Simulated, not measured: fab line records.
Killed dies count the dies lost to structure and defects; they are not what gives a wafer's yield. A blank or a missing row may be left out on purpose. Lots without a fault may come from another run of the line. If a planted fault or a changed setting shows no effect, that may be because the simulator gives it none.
fab line records	flow n5Finfet
record lots=6	wafers=18	lastDay=18
route steps=1938 shown BEOL_M0_SAQP@659 BEOL_M4@1111 PASSIVATION@1936
lots that met no fault: from a run of the same line without faults
startH: hours from the record's opening day to when the first of the lot's shown wafers began	waitH: time in hours since the lot's previous step	" repeats the value in the row above	L1.1+2: a single row standing in for several wafers	- no value present, or no start provided	* or withheld: withheld	< > ~ a bound
route shown NAME@n: names a module that has steps shown in the file, with the first one's number in the route	usual: the fault-free wafers' mean and standard deviation	same: alike in all rows	chamber/n: place in a boat	sites: readings site by site	_std_site: their standard deviation	_edge_site: inner sites' mean taken away from outer sites' mean	radiusMm: for every site, how far away it sits from the centre of the wafer	mask NAME#n: copy n	behind: tool/chamber where the wafer was last shaped	hold: why the lot went on hold/how many hours it stayed there/how the hold came to an end	device: the transistor (n, p or np) that didn't switch	end of line: the same wafers' tests at the end of the route	a step with no rows: only its recipe	killed: at the first sort, the dies lost to defects and structure; wafer yield is something else	map: a wafer's dies, marking killed ones x, the rest . and places with no die _
set.NAME: setting as actually run; set.NAME@STEP: the setting as run at that earlier step	model.NAME: the simulator's own value behind a step, which no gauge read
certain route steps with their lots: each step a table, each wafer a row
services: a tool's chamber out of use, with start hour (startH, from the record's first day; less than 0 if before it), hours out, and reason
## steps
# step N5_BEOL_M0_SAQP_STRIP_86
# recipe chemistry=N2/H2	powerW=500	tempC=40	pressureMtorr=50	rfFrequencyHz=6e+07	overashFraction=0.3	biasPowerW=28	h2Frac=0.5	n2FlowSccm=300	h2FlowSccm=300
# usual drypumpMotorCurrentA=5.7/0.42	oesProductAu=0.76/0.07	rfVppV=121.8/1.5	showerheadPlenumPTorr=3.33/0.11	tempC=40.00/0.11	throttleValvePct=19.1/0.41
lot.wafer	tool	chamber	startH	waitH	drypumpMotorCurrentA	oesProductAu	rfHoursCounterH	rfVppV	showerheadPlenumPTorr	tempC	throttleValvePct
L706.2	rieDiel-02	0	125.70	0.1	5.6	0.66	242	125.1	3.46	40.15	18.9
L706.3	"	2	"	"	5.9	0.77	134	122.3	3.36	39.94	18.8
L706.5	"	0	"	"	5.6	0.67	-	123.8	3.46	40.00	18.9
L711.2	rieDiel-02	1	162.76	0.1	5.6	0.77	147	121.1	3.22	40.24	19.0
L711.3	"	3	"	"	5.3	0.83	77	122.4	3.37	39.99	18.4
L711.4	"	3	"	"	5.4	0.82	-	121.1	3.37	39.92	18.4
L713.4	rieDiel-01	3	178.57	0.0	6.1	0.73	197	121.4	3.19	39.69	19.5
L713.5	"	3	"	"	6.1	0.72	-	123.8	3.19	39.90	19.5
L713.6	"	0	"	"	6.4	0.73	-	120.6	3.33	40.04	18.6
L716.1	rieDiel-01	2	198.40	0.1	6.1	0.75	159	120.7	3.49	39.93	18.7
L716.2	"	3	"	"	6.1	0.72	202	121.4	3.19	40.01	19.5
L716.6	"	3	"	"	6.1	0.72	-	122.4	3.19	39.95	19.5
L725.3	rieDiel-03	3	240.67	0.1	5.2	0.74	169	121.6	3.21	40.08	18.9
L725.4	"	2	"	"	5.9	0.95	17	122.8	3.27	39.82	19.5
L725.5	"	3	"	"	5.2	0.75	-	122.1	3.21	39.90	18.9
L726.2	rieDiel-03	3	251.14	0.1	5.2	0.73	172	120.0	3.20	40.22	18.9
L726.4	"	0	"	"	5.4	0.72	-	123.4	3.49	40.09	19.3
L726.6	"	3	"	"	5.2	0.74	-	123.3	3.20	39.95	19.0
# step N5_BEOL_M0_SAQP_STRIP_115
# recipe chemistry=postEtchResidueRemover	timeS=60	tempC=25	removerPh=withheld	removerWaterWtPct=withheld	removerFluorideWtPct=withheld
# step N5_BEOL_M0_SAQP_SRD_93
# recipe dry=ipaMarangoni	timeS=30	tempC=23	rinseLiquid=diw
# step N5_BEOL_M0_SAQP_RECESS_114
# recipe chemistry=HF/NH3	target=SiO2	targetDepthA=144	afsCycles=3	tempC=30	sublimationTempC=180	sublimationTimeS=60
# step N5_BEOL_M0_SAQP_SPACER1_ALD_98
# recipe material=SiO2	targetThkA=128	tempC=300	aldPrecursorFamily=BDEAS	aldCoReactant=O2-plasma	pulseTimeS=1	purgeTimeS=2	coReactantPurgeTimeS=2	aldCycles=138	pressureTorr=2
# usual heaterPowerOuterW=265/32	heaterPowerW=477/46	precursorPulseHeightRel=0.999/0.022
lot.wafer	tool	chamber	startH	waitH	heaterPowerOuterW	heaterPowerW	precursorPulseHeightRel
L706.2	aldSin-04	0	126.39	0.4	280	507	0.998
L706.3	"	2	"	"	191	385	0.999
L706.5	"	1	"	"	258	463	1.020
L711.2	aldSin-02	1	163.28	0.3	234	431	1.024
L711.3	"	3	"	"	293	494	0.995
L711.4	"	0	"	"	286	522	1.025
L713.4	aldSin-02	3	179.08	0.1	298	484	0.988
L713.5	"	2	"	"	251	486	0.999
L713.6	"	3	"	"	297	521	1.001
L716.1	aldSin-02	0	199.16	0.5	294	504	0.963
L716.2	"	1	"	"	234	421	1.030
L716.6	"	3	"	"	296	491	0.978
L725.3	aldSin-02	1	241.51	0.5	234	422	1.011
L725.4	"	2	"	"	251	492	0.997
L725.5	"	2	"	"	248	486	1.021
L726.2	aldSin-03	0	251.66	0.3	285	514	0.978
L726.4	"	0	"	"	282	504	1.013
L726.6	"	2	"	"	237	400	0.964
# step N5_BEOL_M0_SAQP_SPACER1_ETCHBACK_99
# recipe chemistry=CHF3/O2	mode=anisotropicEtchback	target=SiO2	targetDepthA=154	timeS=7.7	pressureMtorr=30	sourceW=650	biasW=170	Ar_flow_sccm=200	CHF3_flow_sccm=50	O2_flow_sccm=5	ionEnergyEv=200
# step N5_BEOL_M0_SAQP_MANDREL1_REMOVE_100
# recipe chemistry=HBr/Cl2/O2	btTimeS=10	target=a-Si	stopOn=SiNx	endpoint=OES-SiCl	overEtchFrac=0.85	icpW=600	biasW=30	HBr_flow_sccm=150	Cl2_flow_sccm=80	O2_flow_sccm=5	pressureMtorr=10
# step N5_BEOL_M0_SAQP_CD_MEAS_25
# recipe targetCdNm=13.1	landingEnergyEv=1000	detector=seInlens
# usual cdNm=12.77/0.27
lot.wafer	tool	chamber	startH	waitH	cdNm
L706.2	cdSem-03	0	127.07	0.1	12.41
L706.3	"	0	"	"	13.02
L706.5	"	0	"	"	12.47
L711.2	cdSem-03	0	163.95	0.1	12.92
L711.3	"	0	"	"	12.64
L711.4	"	0	"	"	12.45
L713.4	cdSem-02	0	179.76	0.0	12.58
L713.5	"	0	"	"	13.01
L713.6	"	0	"	"	12.45
L716.1	cdSem-02	0	199.83	0.1	12.96
L716.2	"	0	"	"	12.98
L716.6	"	0	"	"	12.41
L725.3	cdSem-01	0	242.19	0.1	12.95
L725.4	"	0	"	"	12.93
L725.5	"	0	"	"	12.42
L726.2	cdSem-02	0	252.41	0.1	12.67
L726.4	"	0	"	"	13.20
L726.6	"	0	"	"	12.71
# step N5_BEOL_M0_SAQP_ETCH_101
# recipe chemistry=CH3F/O2	target=SiNx	maskMaterial=SiO2	targetDepthA=299	timeS=42.7	pressureMtorr=30	sourceW=395	biasW=73	Ar_flow_sccm=150	CH3F_flow_sccm=30	O2_flow_sccm=20	ionEnergyEv=120
# step N5_BEOL_M0_SAQP_ETCH_102
# recipe chemistry=CF4	target=SiO2	targetDepthA=40	ionEnergyEv=350	timeS=4.4	pressureMtorr=10	icpW=800	biasW=400	cf4FlowSccm=80
# usual drypumpMotorCurrentA=5.9/0.4	heBacksideLeakSccm=2.8/0.33	oesProductAu=0.996/0.017	throttleValvePct=21.76/0.21
lot.wafer	tool	chamber	startH	waitH	drypumpMotorCurrentA	heBacksideLeakSccm	oesProductAu	rfHoursCounterH	throttleValvePct
L706.2	rieSi-03	3	127.21	0.1	5.3	2.9	0.982	4	21.87
L706.3	"	2	"	"	5.7	2.5	0.974	2	21.90
L706.5	"	1	"	"	6.4	2.4	1.003	-	21.52
L711.2	rieSi-06	2	164.09	0.1	5.6	2.5	0.994	39	21.55
L711.3	"	1	"	"	6.3	2.9	0.973	144	21.90
L711.4	"	0	"	"	6.0	3.0	1.001	82	21.81
L713.4	rieSi-03	3	179.90	0.0	5.2	2.9	0.976	5	21.86
L713.5	"	2	"	"	5.7	2.5	0.991	-	21.90
L713.6	"	3	"	"	5.2	2.6	0.981	-	21.88
L716.1	rieSi-06	0	199.98	0.1	6.0	3.1	1.000	83	21.82
L716.2	"	1	"	"	6.3	2.8	0.968	145	21.89
L716.6	"	1	"	"	6.2	2.8	0.984	-	21.88
L725.3	rieSi-03	0	242.35	0.1	5.5	3.0	1.017	169	21.98
L725.4	"	2	"	"	5.7	2.6	0.981	4	21.88
L725.5	"	2	"	"	5.7	2.4	0.985	-	21.90
L726.2	rieSi-06	2	252.56	0.1	5.6	2.4	0.984	40	21.55
L726.4	"	3	"	"	5.5	3.7	0.976	169	21.78
L726.6	"	0	"	"	6.0	2.8	1.005	-	21.82
# step N5_BEOL_M0_SAQP_MANDREL_ETCH_103
# recipe chemistry=HBr/Cl2	target=a-Si	targetDepthA=450	btTimeS=10	stopOn=SiCN	maskMaterial=SiO2	overEtchFrac=0.8	timeS=27	pressureMtorr=10	icpW=800	biasW=75	HBr_flow_sccm=150	Cl2_flow_sccm=80	ends=endPoint
# step N5_BEOL_M0_SAQP_RECESS_104
# recipe chemistry=HF/NH3	target=SiO2	targetDepthA=180	afsCycles=3	tempC=30	sublimationTempC=180	sublimationTimeS=60
# usual drypumpMotorCurrentA=6.13/0.24	forelinePTorr=0.1280/0.00035	sublimationTempC=179.97/0.16	tempC=30.02/0.12
lot.wafer	tool	chamber	startH	waitH	drypumpMotorCurrentA	forelinePTorr	sublimationTempC	tempC
L706.2	vaporEtch-01	0	127.32	0.1	5.93	0.1280	180.07	29.74
L706.3	"	1	"	"	5.90	0.1278	179.90	29.78
L706.5	"	0	"	"	5.95	0.1282	180.09	30.08
L711.2	vaporEtch-02	1	164.21	0.1	6.30	0.1281	180.00	30.17
L711.3	"	1	"	"	6.30	0.1284	179.98	30.21
L711.4	"	0	"	"	6.44	0.1276	179.93	30.02
L713.4	vaporEtch-01	0	180.13	0.2	5.92	0.1280	179.96	30.07
L713.5	"	0	"	"	5.91	0.1277	179.86	30.05
L713.6	"	1	"	"	5.91	0.1283	179.74	30.02
L716.1	vaporEtch-01	0	200.09	0.1	5.91	0.1283	180.11	30.02
L716.2	"	1	"	"	5.87	0.1271	179.91	30.00
L716.6	"	1	"	"	5.89	0.1273	180.19	29.98
L725.3	vaporEtch-02	1	242.58	0.2	6.30	0.1279	180.00	29.98
L725.4	"	0	"	"	6.45	0.1284	179.95	29.85
L725.5	"	0	"	"	6.42	0.1277	179.74	30.01
L726.2	vaporEtch-01	0	252.67	0.1	5.90	0.1275	179.91	29.92
L726.4	"	0	"	"	5.89	0.1274	179.95	30.01
L726.6	"	1	"	"	5.90	0.1279	179.88	29.81
# step N5_BEOL_M0_SAQP_COAT_105
# recipe resist=SOC	tempC=250	timeS=60	spinRpm=1500	resistThkNm=100
# usual spinSpeedRpm=1500.0/0.85
lot.wafer	tool	chamber	startH	waitH	spinSpeedRpm	model.SOC_of_BEOL_M0_SAQP_COAT_105.thkNm
L706.2	lithoTrack-02	0	127.71	0.3	1499.0	100.4
L706.3	"	0	"	"	1500.0	100
L706.5	"	0	"	"	1501.1	100.2
L711.2	lithoTrack-03	0	164.60	0.3	1500.0	100.2
L711.3	"	0	"	"	1499.6	100
L711.4	"	0	"	"	1499.3	100
L713.4	lithoTrack-03	0	180.41	0.2	1829.0	90.2
L713.5	"	0	"	"	1827.3	90.4
L713.6	"	0	"	"	1828.4	90.6
L716.1	lithoTrack-03	0	200.48	0.3	1829.2	91.4
L716.2	"	0	"	"	1828.7	91.6
L716.6	"	0	"	"	1829.5	91
L725.3	lithoTrack-04	0	242.86	0.2	1499.1	100
L725.4	"	0	"	"	1499.7	99.6
L725.5	"	0	"	"	1500.2	99.8
L726.2	lithoTrack-02	0	253.06	0.3	1499.6	100
L726.4	"	0	"	"	1499.5	100.2
L726.6	"	0	"	"	1499.1	100
# step N5_BEOL_M0_SAQP_ETCH_106
# recipe chemistry=N2/H2	target=SOC	targetDepthA=1500	stopOn=SiNx	ionEnergyEv=100	biasW=61	pressureMtorr=30	sourceW=850	n2FlowSccm=200	h2FlowSccm=200
# usual drypumpMotorCurrentA=5.6/0.4	oesProductAu=0.75/0.077	rfVppV=240.5/1.2	showerheadPlenumPTorr=2.53/0.082	throttleValvePct=18.0/0.32
lot.wafer	tool	chamber	startH	waitH	drypumpMotorCurrentA	oesProductAu	rfHoursCounterH	rfVppV	showerheadPlenumPTorr	throttleValvePct
L706.2	rieDiel-02	1	127.88	-	5.6	0.77	138	240.6	2.44	18.0
L706.3	"	0	"	"	5.6	0.65	243	242.3	2.62	17.9
L706.5	"	3	"	"	5.4	0.83	-	241.5	2.56	17.5
L711.2	rieDiel-02	3	164.67	-	5.3	0.82	78	242.9	2.55	17.5
L711.3	"	3	"	"	5.4	0.81	-	240.4	2.55	17.5
L711.4	"	2	"	"	5.9	0.72	-	241.1	2.54	17.8
L713.4	rieDiel-03	3	180.49	-	5.2	0.74	-	238.5	2.43	17.9
L713.5	"	0	"	"	5.4	0.73	-	242.9	2.66	18.2
L713.6	"	1	"	"	5.1	0.66	-	239.8	2.52	18.4
L716.1	rieDiel-01	2	200.54	-	6.1	0.74	160	241.9	2.65	17.6
L716.2	"	0	"	"	6.4	0.73	178	241.9	2.51	17.5
L716.6	"	0	"	"	6.5	0.74	-	241.3	2.51	17.6
L725.3	rieDiel-02	3	243.00	-	5.3	0.80	94	240.4	2.55	17.5
L725.4	"	2	"	"	5.9	0.71	160	240.5	2.54	17.9
L725.5	"	2	"	"	5.9	0.71	-	241.5	2.54	17.9
L726.2	rieDiel-01	1	253.12	-	5.3	0.73	176	238.7	2.43	18.1
L726.4	"	2	"	"	6.1	0.72	180	242.9	2.64	17.6
L726.6	"	0	"	"	6.4	0.73	-	239.4	2.51	17.6
# step N5_BEOL_M0_SAQP_ETCH_107
# recipe chemistry=CH3F/O2	target=SiNx	targetDepthA=300	maskMaterial=SOC	pressureMtorr=30	sourceW=395	biasW=73	Ar_flow_sccm=150	CH3F_flow_sccm=30	O2_flow_sccm=20	ionEnergyEv=120
# usual drypumpMotorCurrentA=5.6/0.4	oesProductAu=0.76/0.081	rfVppV=296/6.6	showerheadPlenumPTorr=1.98/0.062	throttleValvePct=16.50/0.26
lot.wafer	tool	chamber	startH	waitH	drypumpMotorCurrentA	oesProductAu	rfHoursCounterH	rfVppV	showerheadPlenumPTorr	throttleValvePct	model.SOC_of_BEOL_M0_SAQP_COAT_105.thkNm
L706.2	rieDiel-02	1	127.94	0.0	5.6	0.78	138	292	1.93	16.63	14.4
L706.3	"	0	"	"	5.6	0.66	243	300	2.07	16.48	18.6
L706.5	"	3	"	"	5.4	0.84	-	301	2.03	16.20	13.4
L711.2	rieDiel-02	3	164.76	0.1	5.3	0.83	78	301	2.03	16.20	12.8
L711.3	"	3	"	"	5.4	0.83	-	302	2.03	16.22	12.8
L711.4	"	2	"	"	5.9	0.76	-	295	2.01	16.49	19.2
L713.4	rieDiel-03	3	180.54	0.0	5.2	0.75	-	285	1.92	16.50	8
L713.5	"	0	"	"	5.4	0.74	-	301	2.07	16.66	6
L713.6	"	1	"	"	5.1	0.67	-	292	1.98	16.86	5.6
L716.1	rieDiel-01	2	200.60	0.0	6.1	0.73	160	298	2.07	16.09	5.6
L716.2	"	0	"	"	6.4	0.73	178	308	1.98	16.18	3.6
L716.6	"	0	"	"	6.4	0.74	-	306	1.98	16.17	2.2
L725.3	rieDiel-02	3	243.06	0.0	5.3	0.81	94	303	2.02	16.24	13.4
L725.4	"	2	"	"	5.9	0.73	160	296	2.01	16.51	17.6
L725.5	"	2	"	"	5.9	0.73	-	294	2.01	16.52	17.6
L726.2	rieDiel-01	1	253.18	0.0	5.3	0.75	176	309	1.89	16.51	12.6
L726.4	"	2	"	"	6.0	0.72	180	297	2.06	16.16	14.6
L726.6	"	0	"	"	6.4	0.73	-	306	1.98	16.21	12.8
# step N5_BEOL_M0_SAQP_STRIP_108
# recipe chemistry=N2/H2	powerW=500	tempC=40	pressureMtorr=50	rfFrequencyHz=6e+07	overashFraction=0.3	biasPowerW=28	h2Frac=0.5	n2FlowSccm=300	h2FlowSccm=300
# step N5_BEOL_M4_RC_MEAS_101
# usual DIBL_N=35.3/2.5	DIBL_P=35/3.3	IOFF_N=0.15/0.049	IOFF_P=0.20/0.056	ION_N=673/16	ION_P=462/10	SS_N=71.2/0.85	SS_P=73.0/0.97	VT_N=252/4.9	VT_P=-251/5
lot.wafer	tool	chamber	startH	waitH	DIBL_N[mV/V]	DIBL_P[mV/V]	IOFF_N[nA/um]	IOFF_P[nA/um]	ION_N[uA/um]	ION_P[uA/um]	SS_N[mV/dec]	SS_P[mV/dec]	VT_N[mV]	VT_P[mV]
L706.2	prober-01	0	198.07	0.2	38.6	40	0.23	0.29	701	479	72.4	73.8	244	-244
L706.3	"	0	"	"	38.0	40	0.21	0.27	670	462	72.1	74.9	244	-246
L706.5	"	0	"	"	37.9	40	0.20	0.27	691	472	72.4	74.3	246	-248
L711.2	prober-02	0	224.65	0.2	36.2	34	0.15	0.17	669	452	71.9	72.9	252	-255
L711.3	"	0	"	"	41.0	42	0.26	0.29	698	470	72.6	74.8	242	-246
L711.4	"	0	"	"	36.0	36	0.16	0.21	685	467	71.4	73.9	249	-250
L713.4	prober-01	0	242.56	0.5	33.8	35	0.13	0.20	671	466	70.9	72.3	254	-248
L713.5	"	0	"	"	34.0	35	0.12	0.20	656	461	71.4	72.9	250	-250
L713.6	"	0	"	"	35.8	36	0.15	0.21	669	460	71.0	72.8	248	-249
L716.1	prober-02	0	267.52	0.0	42.3	44	0.34	0.37	707	477	73.0	75.4	240	-241
L716.2	"	0	"	"	37.7	40	0.22	0.26	684	466	71.8	74.4	245	-248
L716.6	"	0	"	"	35.5	37	0.17	0.21	680	463	72.0	73.5	249	-251
L725.3	prober-02	0	297.61	0.3	33.5	34	0.12	0.15	659	454	71.2	73.8	255	-255
L725.4	"	0	"	"	31.9	32	0.10	0.13	647	452	70.2	72.1	258	-258
L725.5	"	0	"	"	31.8	31	0.10	0.13	655	452	69.8	71.9	259	-259
L726.2	prober-02	0	318.61	0.2	34.5	33	0.11	0.15	668	456	71.7	73.3	257	-261
L726.4	"	0	"	"	33.6	31	0.10	0.13	652	442	71.3	72.7	259	-260
L726.6	"	0	"	"	37.2	36	0.15	0.19	680	458	72.1	74.1	254	-255
# step N5_PASSIVATION_PROBE_49
# usual defectLimitedYield=91.3/1.4	killed_at_M0_to_M3=33/9.9	killed_at_M4_up=15/5.6	killedAtContacts=13/5.7	killedAtFrontEnd=38/12	killedAtOther=4/3.1	killedDies=103/17	killedOpen=66/13	killedShort=32/7.8	sort_bin_4_leakage=0.02/0.16	sort_bin_5_function=5.1/0.95	sort_bin_6_memory=3.2/0.68	sortNPass=1077/17	sortYieldPct=91.3/1.5
# same grossDies=1180	killedAtBackSide=0	sort_bin_8_speed[%]=0
lot.wafer	tool	chamber	startH	waitH	defectLimitedYield[%]	killed_at_M0_to_M3	killed_at_M4_up	killedAtContacts	killedAtFrontEnd	killedAtOther	killedDies	killedOpen	killedShort	sort_bin_4_leakage[%]	sort_bin_5_function[%]	sort_bin_6_memory[%]	sortNPass	sortYieldPct[%]
L726.2	prober-02	-	432.57	0.1	90.2	29	7	10	63	7	116	64	41	0	5.2	3.2	1064	90.2
L726.4	prober-02	-	432.67	0.2	90.7	26	8	15	59	2	110	86	20	0	5.9	3.1	1070	90.7
L726.6	prober-02	-	432.77	0.3	93.0	20	14	10	39	0	83	59	18	0	4.1	2.5	1097	93.0
# killed by level:class
L726.2 STI_FIN_REVEAL:geometricParticle:open=14 FIN_SAQP:geometricParticle:short=9 BEOL_M0_SAQP:geometricParticle:open=9 HKMG_FIN:areaEtch=9 MOL_CONTACT_COAG:geometricParticle:open=7 BEOL_M2:geometricParticle:open=7 STI_FIN_REVEAL:geometricParticle:short=6 BEOL_M0_SAQP:geometricParticle:short=6
L726.4 STI_FIN_REVEAL:geometricParticle:open=21 FIN_SAQP:geometricParticle:open=13 MOL_CONTACT_COAG:geometricParticle:open=12 BEOL_M2:geometricParticle:open=5 BEOL_M3:geometricParticle:open=5 FIN_SAQP:geometricParticle:short=4 BEOL_M0_SAQP:geometricParticle:short=4 BEOL_M0_SAQP:geometricParticle:open=4
L726.6 STI_FIN_REVEAL:geometricParticle:open=13 FIN_SAQP:geometricParticle:open=11 MOL_CONTACT_COAG:geometricParticle:open=8 BEOL_M0_SAQP:geometricParticle:short=5 BEOL_M4:geometricParticle:open=5 BEOL_M2:geometricParticle:open=4 BEOL_M3:geometricParticle:open=4 BEOL_M1:geometricParticle:open=3
## services
tool	chamber	startH	hours	kind
rieDiel-01	-	109.57	5.3	repair
rieDiel-01	1	126.45	15.1	repair
rieSi-03	2	137.33	9.0	repair
aldSin-03	3	142.01	13.5	repair
rieDiel-03	3	146.00	3.7	repair
rieDiel-02	0	156.91	-	clean
rieDiel-02	0	156.91	-	consumableReplace:focusRing
rieDiel-02	0	156.91	15.5	scheduledDown
rieDiel-02	0	156.91	15.5	ventCycle
rieSi-06	2	176.00	10.6	repair
vaporEtch-02	1	187.69	0.9	repair
aldSin-04	-	188.60	1.9	repair
rieDiel-01	1	197.73	6.1	repair
aldSin-04	2	200.11	3.1	repair
aldSin-03	3	206.32	3.6	repair
aldSin-03	-	207.72	6.0	pm
rieSi-03	0	209.00	6.2	repair
rieDiel-01	1	210.44	1.8	repair
aldSin-02	1	211.30	8.4	repair
rieDiel-02	-	212.13	28.1	pm
rieSi-06	0	225.75	1.0	repair
aldSin-02	2	231.02	9.1	repair
rieSi-06	0	236.66	3.4	repair
aldSin-03	3	251.59	6.4	repair
## key
firstSign step=N5_BEOL_M0_SAQP_COAT_105	reading=spinSpeedRpm	direction=up	sigmas=99+	usual=*	struck=*
effect none on later readings
modelEffect step=N5_BEOL_M0_SAQP_COAT_105	value=SOC_of_BEOL_M0_SAQP_COAT_105.thkNm	without=100.3	struck=90.87
modelEffect step=N5_BEOL_M0_SAQP_ETCH_107	value=SOC_of_BEOL_M0_SAQP_COAT_105.thkNm	without=14.63	struck=5.167
metAt N5_BEOL_M0_SAQP_COAT_105
struckWafers L713.4,L713.5,L713.6,L716.1,L716.2,L716.6
onsetBetween 164.60 180.41
fault kind=processParameterDrift	tool=lithoTrack-03	chamber=-	onsetH=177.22	steps=N5_BEOL_M0_SAQP_COAT_105	channel=spinRpm	offset=*	shape=step	endH=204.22	actsIn=*	stated=*
